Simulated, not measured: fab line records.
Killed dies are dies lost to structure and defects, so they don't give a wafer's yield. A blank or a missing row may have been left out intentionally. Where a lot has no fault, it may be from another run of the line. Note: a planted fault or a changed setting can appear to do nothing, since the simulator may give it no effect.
A sampling plan put to the test	flow nand-harc	one fab line, 34 faults that these records tell of, each judged on the records of the lots that it struck
The plan is the line's own looks: the steps of the route at which a gauge or an inspection reads the wafer and doesn't change it. Where struck wafers have a number at a look and the file lists that look's usual mean and standard deviation on fault-free wafers, the look can be judged. Caught: a look later than the fault's first step finds the struck wafers' mean 4 or more of those standard deviations (sigma) from the usual mean. On the tool: the test repeated on the tool's own readings taken at the fault's steps. If the struck wafers alone have a blank record, or they carry another recipe, that too counts as caught.

== THE FAULTS, as the simulator had put them in ==
1. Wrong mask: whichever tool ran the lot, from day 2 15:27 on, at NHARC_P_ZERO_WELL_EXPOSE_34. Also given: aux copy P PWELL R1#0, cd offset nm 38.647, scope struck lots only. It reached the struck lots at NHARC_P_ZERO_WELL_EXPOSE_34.
2. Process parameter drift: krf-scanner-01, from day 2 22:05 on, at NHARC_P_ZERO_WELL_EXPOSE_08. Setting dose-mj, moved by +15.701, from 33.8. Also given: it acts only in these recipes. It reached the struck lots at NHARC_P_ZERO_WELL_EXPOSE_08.
3. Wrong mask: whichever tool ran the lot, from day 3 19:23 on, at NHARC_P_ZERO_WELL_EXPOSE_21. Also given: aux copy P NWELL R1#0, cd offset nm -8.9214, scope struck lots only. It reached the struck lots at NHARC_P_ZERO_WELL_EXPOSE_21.
4. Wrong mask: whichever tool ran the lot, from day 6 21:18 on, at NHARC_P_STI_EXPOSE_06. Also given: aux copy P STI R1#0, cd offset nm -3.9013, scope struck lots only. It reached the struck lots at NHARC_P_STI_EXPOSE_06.
5. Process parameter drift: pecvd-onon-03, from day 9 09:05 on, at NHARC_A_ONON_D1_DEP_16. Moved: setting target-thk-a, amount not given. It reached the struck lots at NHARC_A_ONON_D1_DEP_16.
6. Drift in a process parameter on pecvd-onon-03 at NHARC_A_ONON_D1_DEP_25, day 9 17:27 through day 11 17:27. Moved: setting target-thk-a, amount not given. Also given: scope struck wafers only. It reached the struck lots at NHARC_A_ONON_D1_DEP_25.
7. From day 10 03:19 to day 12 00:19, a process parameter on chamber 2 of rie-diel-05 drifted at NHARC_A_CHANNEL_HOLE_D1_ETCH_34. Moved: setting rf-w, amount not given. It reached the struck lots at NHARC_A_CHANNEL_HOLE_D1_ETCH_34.
8. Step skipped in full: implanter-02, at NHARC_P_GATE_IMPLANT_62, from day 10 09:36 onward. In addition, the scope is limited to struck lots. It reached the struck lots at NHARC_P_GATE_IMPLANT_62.
9. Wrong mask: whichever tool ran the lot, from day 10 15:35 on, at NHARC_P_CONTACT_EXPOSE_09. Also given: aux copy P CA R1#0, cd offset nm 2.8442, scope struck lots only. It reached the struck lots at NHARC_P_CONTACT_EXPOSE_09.
10. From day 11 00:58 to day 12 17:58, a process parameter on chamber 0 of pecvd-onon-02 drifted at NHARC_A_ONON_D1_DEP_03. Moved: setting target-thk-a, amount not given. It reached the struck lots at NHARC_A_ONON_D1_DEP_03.
11. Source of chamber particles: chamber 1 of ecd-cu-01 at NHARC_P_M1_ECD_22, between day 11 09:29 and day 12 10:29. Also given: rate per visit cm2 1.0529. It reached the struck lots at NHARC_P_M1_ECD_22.
12. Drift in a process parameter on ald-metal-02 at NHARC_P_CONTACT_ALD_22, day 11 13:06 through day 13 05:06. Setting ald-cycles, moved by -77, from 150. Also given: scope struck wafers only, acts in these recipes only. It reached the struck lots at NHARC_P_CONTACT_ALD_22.
13. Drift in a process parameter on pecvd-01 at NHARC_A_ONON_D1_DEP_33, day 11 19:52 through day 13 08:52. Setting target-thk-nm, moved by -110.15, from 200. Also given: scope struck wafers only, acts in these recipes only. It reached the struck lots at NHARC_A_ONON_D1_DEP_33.
14. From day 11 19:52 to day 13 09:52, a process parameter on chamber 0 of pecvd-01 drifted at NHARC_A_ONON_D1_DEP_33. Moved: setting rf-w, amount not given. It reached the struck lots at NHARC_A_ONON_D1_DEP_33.
15. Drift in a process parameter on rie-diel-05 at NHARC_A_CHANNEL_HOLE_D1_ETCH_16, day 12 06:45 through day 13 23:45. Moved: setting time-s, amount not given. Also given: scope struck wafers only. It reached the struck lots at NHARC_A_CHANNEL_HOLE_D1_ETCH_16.
16. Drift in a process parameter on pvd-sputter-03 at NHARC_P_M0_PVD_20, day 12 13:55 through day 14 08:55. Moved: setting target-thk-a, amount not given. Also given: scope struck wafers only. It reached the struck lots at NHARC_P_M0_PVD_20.
17. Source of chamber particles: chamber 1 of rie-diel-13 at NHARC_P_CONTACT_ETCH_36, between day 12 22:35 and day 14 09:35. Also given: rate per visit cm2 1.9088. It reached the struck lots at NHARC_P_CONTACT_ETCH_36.
18. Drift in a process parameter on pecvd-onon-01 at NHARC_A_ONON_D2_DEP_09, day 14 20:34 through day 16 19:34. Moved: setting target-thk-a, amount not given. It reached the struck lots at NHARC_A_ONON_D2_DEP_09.
19. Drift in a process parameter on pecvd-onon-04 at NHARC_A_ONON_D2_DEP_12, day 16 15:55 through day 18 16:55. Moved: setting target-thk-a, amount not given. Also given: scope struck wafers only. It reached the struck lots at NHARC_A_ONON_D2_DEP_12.
20. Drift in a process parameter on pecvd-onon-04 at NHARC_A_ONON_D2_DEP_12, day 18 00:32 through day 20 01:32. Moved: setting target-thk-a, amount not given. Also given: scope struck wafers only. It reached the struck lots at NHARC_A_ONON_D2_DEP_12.
21. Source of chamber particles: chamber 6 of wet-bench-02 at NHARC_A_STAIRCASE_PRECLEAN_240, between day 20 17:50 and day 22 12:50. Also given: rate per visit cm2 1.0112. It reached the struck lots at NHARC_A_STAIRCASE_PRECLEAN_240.
22. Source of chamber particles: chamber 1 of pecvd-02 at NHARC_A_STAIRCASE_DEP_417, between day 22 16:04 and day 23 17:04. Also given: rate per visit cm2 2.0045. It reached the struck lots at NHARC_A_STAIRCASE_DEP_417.
23. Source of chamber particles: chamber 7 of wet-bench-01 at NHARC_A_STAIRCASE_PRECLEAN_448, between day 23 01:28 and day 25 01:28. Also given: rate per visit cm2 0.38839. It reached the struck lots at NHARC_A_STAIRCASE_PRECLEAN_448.
24. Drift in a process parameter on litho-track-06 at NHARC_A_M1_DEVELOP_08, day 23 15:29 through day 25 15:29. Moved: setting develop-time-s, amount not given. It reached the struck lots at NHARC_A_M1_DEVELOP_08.
25. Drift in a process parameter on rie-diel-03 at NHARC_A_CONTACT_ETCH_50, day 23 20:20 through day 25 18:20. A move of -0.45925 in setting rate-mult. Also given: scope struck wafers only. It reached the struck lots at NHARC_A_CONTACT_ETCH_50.
26. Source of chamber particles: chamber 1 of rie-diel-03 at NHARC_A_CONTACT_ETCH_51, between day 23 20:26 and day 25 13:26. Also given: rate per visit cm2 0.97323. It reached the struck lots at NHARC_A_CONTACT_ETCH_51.
27. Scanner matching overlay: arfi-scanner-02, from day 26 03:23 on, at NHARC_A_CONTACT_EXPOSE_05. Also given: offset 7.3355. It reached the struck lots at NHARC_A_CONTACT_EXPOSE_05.
28. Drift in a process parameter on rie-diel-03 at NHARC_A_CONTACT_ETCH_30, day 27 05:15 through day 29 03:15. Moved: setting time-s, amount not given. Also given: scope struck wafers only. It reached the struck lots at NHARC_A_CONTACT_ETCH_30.
29. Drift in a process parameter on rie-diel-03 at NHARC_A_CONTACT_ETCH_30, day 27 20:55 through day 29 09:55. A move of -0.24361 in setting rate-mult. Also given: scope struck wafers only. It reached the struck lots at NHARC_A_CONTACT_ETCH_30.
30. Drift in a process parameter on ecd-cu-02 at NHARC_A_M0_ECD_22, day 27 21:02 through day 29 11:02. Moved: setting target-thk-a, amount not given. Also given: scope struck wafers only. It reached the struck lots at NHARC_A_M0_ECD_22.
31. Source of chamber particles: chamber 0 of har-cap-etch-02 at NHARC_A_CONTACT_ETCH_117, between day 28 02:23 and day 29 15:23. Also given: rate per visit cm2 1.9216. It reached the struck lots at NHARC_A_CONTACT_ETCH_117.
32. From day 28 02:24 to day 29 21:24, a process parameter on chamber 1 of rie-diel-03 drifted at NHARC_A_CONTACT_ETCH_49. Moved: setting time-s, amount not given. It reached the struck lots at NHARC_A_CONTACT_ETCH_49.
33. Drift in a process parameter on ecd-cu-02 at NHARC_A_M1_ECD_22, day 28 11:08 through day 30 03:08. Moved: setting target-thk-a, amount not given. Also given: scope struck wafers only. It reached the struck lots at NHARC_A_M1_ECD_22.
34. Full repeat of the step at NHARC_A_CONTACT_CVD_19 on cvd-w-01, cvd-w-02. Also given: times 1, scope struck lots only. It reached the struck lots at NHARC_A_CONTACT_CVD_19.

== WHAT THE PLAN SAW ==
fault	on the tool itself	first look that catches it	reading, sigma	median hours from its first step to that look	hours from the fault's start to the first struck lot there	judged looks passed uncaught
1	under 2 sigma	NHARC_P_ZERO_WELL_CD_MEAS_37	cd-nm +23	0.1	5	0
2	exposure-dose-mJ-cm2 +99 or beyond sigma	NHARC_P_ZERO_WELL_CD_MEAS_11	cd-nm +29	0.2	5	0
3	no reading that can be judged	NHARC_P_ZERO_WELL_CD_MEAS_24	cd-nm -5.5	0.2	5	0
4	under 2 sigma	none of the 4 looks that can be judged after it	-	-	-	4
5	under 2 sigma	NHARC_A_ONON_D1_THK_MEAS_18	thk-nm +52	0.3	11	0
6	no reading that can be judged	NHARC_A_ONON_D1_THK_MEAS_27	thk-nm +23	0.3	5	0
7	rf-fwd-power-W -99 or beyond sigma	NHARC_END_SORT_01	killed-dies +32	403.2	412	0
8	the tool's record is blank for the struck wafers	NHARC_END_SORT_01	killed-at-periphery +99 or beyond	449.8	456	0
9	under 2 sigma	NHARC_P_CONTACT_CD_MEAS_12	cd-nm +4.6	0.1	8	0
10	under 2 sigma	NHARC_A_ONON_D1_THK_MEAS_05	thk-nm -38	0.5	5	0
11	no reading that can be judged	NHARC_END_SORT_01	killed-at-periphery +99 or beyond	445.5	468	0
12	under 2 sigma	NHARC_END_SORT_01	killed-at-periphery +99 or beyond	447.3	459	0
13	under 2 sigma	NHARC_A_ONON_D1_THK_MEAS_34	thk-nm -40	0.2	11	0
14	rf-fwd-power-W +99 or beyond sigma	NHARC_A_ONON_D1_THK_MEAS_34	thk-nm +7.4	0.4	11	0
15	run-length-s -99 or beyond sigma	NHARC_END_SORT_01	killed-at-array +12	377.6	389	0
16	under 2 sigma	NHARC_END_SORT_01	killed-at-periphery +8.4	428.8	466	6
17	under 2 sigma	NHARC_END_SORT_01	killed-at-periphery +39	438.6	445	0
18	under 2 sigma	NHARC_A_ONON_D2_THK_MEAS_11	thk-nm +35	0.5	8	0
19	under 2 sigma	NHARC_A_ONON_D2_THK_MEAS_14	thk-nm -47	0.4	5	0
20	no reading that can be judged	NHARC_A_ONON_D2_THK_MEAS_14	thk-nm +71	0.3	14	0
21	under 2 sigma	not the one look that can be judged after it	strongest: killed-at-array at NHARC_END_SORT_01, +3.6	-	-	1
22	under 2 sigma	not the one look that can be judged after it	strongest: killed-at-array at NHARC_END_SORT_01, +3.9	-	-	1
23	no reading that can be judged	none of the 3 looks that can be judged after it	strongest: killed-at-array at NHARC_END_SORT_01, +3.3	-	-	3
24	no reading that can be judged	none of the 2 looks that can be judged after it	strongest: cd-nm at NHARC_A_M1_CD_MEAS_16, +2.6	-	-	2
25	oes-product-au -10 sigma	NHARC_END_SORT_01	killed-at-array +32	77.1	113	0
26	under 2 sigma	none of the 2 looks that can be judged after it	strongest: killed-dies at NHARC_END_SORT_01, +3.8	-	-	2
27	no reading that can be judged	NHARC_A_CONTACT_OVL_MEAS_09	overlay-x-nm +9.0	0.2	7	0
28	run-length-s -17 sigma	not the one look that can be judged after it	strongest: killed-dies at NHARC_END_SORT_01, +3.2	-	-	1
29	oes-product-au -9.1 sigma	NHARC_END_SORT_01	killed-at-array +27	51.6	75	0
30	no reading that can be judged	no look after it can be judged	-	-	-	0
31	no reading that can be judged	NHARC_END_SORT_01	killed-dies +5.2	72.7	80	1
32	run-length-s -99 or beyond sigma	NHARC_END_SORT_01	killed-dies +9.0	76.6	93	0
33	no reading that can be judged	not the one look that can be judged after it	-	-	-	1
34	under 2 sigma	not the one look that can be judged after it	-	-	-	1
A dash: the fault isn't caught, or these records don't give the number.

Caught at a look: 24 of 34. Caught on the tool: 9 of 34. By one or the other: 25 of 34.
Caught on the tool alone: fault 28.
Caught at a look alone: faults 1, 3, 5, 6, 9, 10, 11, 12, 13, 16, 17, 18, 19, 20, 27, 31.
Caught by neither: faults 4, 21, 22, 23, 24, 26, 30, 33, 34.

== THINNER SAMPLING ==
If the look that catches a fault measured only every second or every third lot, by lot number, the first struck lot would be measured this late in the worst case:
fault	struck lots at that look, in order of time	every lot	every second lot	every third lot
1	L792	5 h	may miss it	may miss it
2	L936, L938, L940	5 h	may miss all 3	45 h
3	L178	5 h	may miss it	may miss it
5	L749, L750	11 h	21 h	may miss all 2
6	L926, L927, L930	5 h	14 h	may miss all 3
7	L603	412 h	may miss it	may miss it
8	L759, L758	456 h	456 h	may miss all 2
9	L385	8 h	may miss it	may miss it
10	L433, L435	5 h	may miss all 2	may miss all 2
11	L197	468 h	may miss it	may miss it
12	L695, L699, L698	459 h	480 h	may miss all 3
13	L199, L200	11 h	21 h	may miss all 2
14	L127, L128	11 h	21 h	may miss all 2
15	L920, L921, L922	389 h	389 h	411 h
16	L580	466 h	may miss it	may miss it
17	L549, L550, L551	445 h	453 h	459 h
18	L922, L924	8 h	may miss all 2	may miss all 2
19	L264, L266	5 h	may miss all 2	may miss all 2
20	L591, L593, L594	14 h	43 h	may miss all 3
25	L729	113 h	may miss it	may miss it
27	L599, L602	7 h	24 h	may miss all 2
29	L235, L236, L237	75 h	85 h	88 h
31	L900, L902	80 h	may miss all 2	may miss all 2
32	L690, L691	93 h	111 h	may miss all 2
The hour figures run from when the fault began to the first measured lot among those it struck. Since the struck wafers were tested as one group against 4 sigma, a single lot by itself may lie under the limit. Other struck lots may not be in these records.

== THE LONGEST TIMED WAY FROM STEP TO LOOK ==
Fault 8: median gap of 449.8 hours between NHARC_P_GATE_IMPLANT_62 and NHARC_END_SORT_01. No look between them can be judged.
